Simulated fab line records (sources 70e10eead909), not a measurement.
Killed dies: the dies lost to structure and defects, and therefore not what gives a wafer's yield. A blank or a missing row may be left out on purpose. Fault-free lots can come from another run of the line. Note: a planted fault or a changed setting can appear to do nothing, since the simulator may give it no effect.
Chamber matching    flow nandHarc    NHARC_A_CHANNEL_FILL_D1_ETCHBACK_20 on rieDiel-13 has 3 sister chambers
The step etches the open film in C4F8/O2/Ar, target depth 27 nm, time 13.5 s. 14 wafers are shown with their chamber, then 5 later ones without.

== EACH WAFER AND ITS CHAMBER ==
wafer   chamber  rfVppV (V)  chamberPressureMTorr (mTorr)  oesProductAu (a.u.)
L718.1  1        976         24.970                        1.00
L718.2  2        971         25.002                        0.99
L718.6  2        972         24.959                        0.99
L721.2  2        971         25.024                        1.00
L721.4  3        977         24.972                        1.00
L721.5  2        970         24.959                        0.99
L725.3  1        976         25.013                        0.99
L725.4  3        978         25.040                        0.99
L725.6  3        977         25.016                        1.00
L730.3  1        976         24.977                        0.99
L730.4  3        977         25.021                        0.99
L730.5  1        977         24.990                        0.99
L736.1  3        976         24.983                        0.99
L736.2  2        971         25.002                        0.98

SIGNATURES (averages over the wafers above)
reading               chamber 1  chamber 2  chamber 3  scatter within a chamber
rfVppV                976.25     971.00     977.00     0.657
chamberPressureMTorr  24.98750   24.98920   25.00640   0.0263
oesProductAu          0.9925     0.9900     0.9940     0.00599
Rule: for each reading, subtract the chamber's mean from the wafer's reading, divide by that reading's scatter and square the result; add these up over the readings and take the root, which gives the wafer's distance from the chamber. If the next closest chamber is less than 2 further off than the closest, the wafer can't be placed; otherwise it belongs to the closest. The scatter: take each reading less its chamber's mean, square it, sum over the shown wafers, divide by the number of wafers less the number of chambers, and take the root.

== WAFERS WHOSE CHAMBER IS MISSING ==
wafer   rfVppV (V)  chamberPressureMTorr (mTorr)  oesProductAu (a.u.)
L736.3  974         25.018                        0.98
L737.1  977         25.018                        1.00
L737.4  977         25.020                        0.99
L737.6  976         25.030                        1.01
L738.6  978         25.002                        0.99

== WHICH CHAMBER EACH ONE RAN IN ==
wafer   from the rows above           in truth
L736.3  can't be placed: 1 or 2 or 3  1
L737.1  can't be placed: 3 or 1       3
L737.4  can't be placed: 3 or 1       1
L737.6  can't be placed: 3 or 1       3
L738.6  can't be placed: 3 or 1       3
0 of 5 placed correctly. Not placeable from these rows: 5 (in 5, the candidates include the true chamber). Wrongly placed: 0.
